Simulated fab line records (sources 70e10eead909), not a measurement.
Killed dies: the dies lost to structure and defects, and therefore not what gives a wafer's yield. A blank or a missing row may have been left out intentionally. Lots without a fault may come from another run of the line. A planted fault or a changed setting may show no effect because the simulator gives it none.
Matching of chambers    flow nandHarc    4 sister chambers for NHARC_A_DECK1_JOINT_ETCHBACK_07 on rieSi-01
The step etches the open film in HBr, target depth 105 nm, time 26.9 s. 8 wafers are shown with their chamber, then 10 later ones without.

## EACH WAFER AND ITS CHAMBER
wafer   chamber  throttleValvePct (%)  oesProductAu (a.u.)
L084.1  3        23.276                0.995
L084.3  1        23.261                0.998
L084.4  0        23.263                0.991
L086.2  1        23.253                1.010
L086.3  2        23.259                0.992
L086.6  2        23.256                0.998
L086.1  0        23.246                0.996
L086.4  3        23.268                0.994

## WAFERS WHOSE CHAMBER IS MISSING
wafer   throttleValvePct (%)  oesProductAu (a.u.)
L086.5  23.264                1.003
L089.2  23.264                0.993
L089.5  23.261                0.995
L089.6  23.263                0.995
L090.1  23.259                0.992
L090.4  23.282                0.991
L090.5  23.270                0.987
L092.3  23.275                1.000
L092.5  23.272                0.995
L092.6  23.268                0.999

## WHICH CHAMBER EACH WENT THROUGH
wafer   from the rows above                in truth
L086.5  can't be placed: 1 or 2 or 3 or 0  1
L089.2  can't be placed: 2 or 3 or 0 or 1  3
L089.5  can't be placed: 2 or 0 or 3 or 1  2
L089.6  can't be placed: 2 or 0 or 3 or 1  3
L090.1  can't be placed: 2 or 0 or 3 or 1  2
L090.4  can't be placed: 3 or 2            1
L090.5  can't be placed: 3 or 2 or 0       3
L092.3  can't be placed: 3 or 1 or 2 or 0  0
L092.5  can't be placed: 3 or 2            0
L092.6  can't be placed: 3 or 2 or 1 or 0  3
Placed correctly: 0 of 10. Unplaceable from these rows: 10, with the true chamber sitting among the candidates in 8. Number placed wrongly: 0.
How it was worked out, from the rows above alone: a wafer's distance from a chamber is the root of the sum, over the readings, of the square of ((its reading less the chamber's mean) divided by the reading's scatter). If the next closest chamber is less than 2 further off than the closest, the wafer can't be placed; otherwise it belongs to the closest. For every chamber, the mean is computed from those of its wafers that are shown. The scatter: the root of (the sum of the squares of (reading less its chamber's mean) over the shown wafers, divided by (wafers less chambers)).
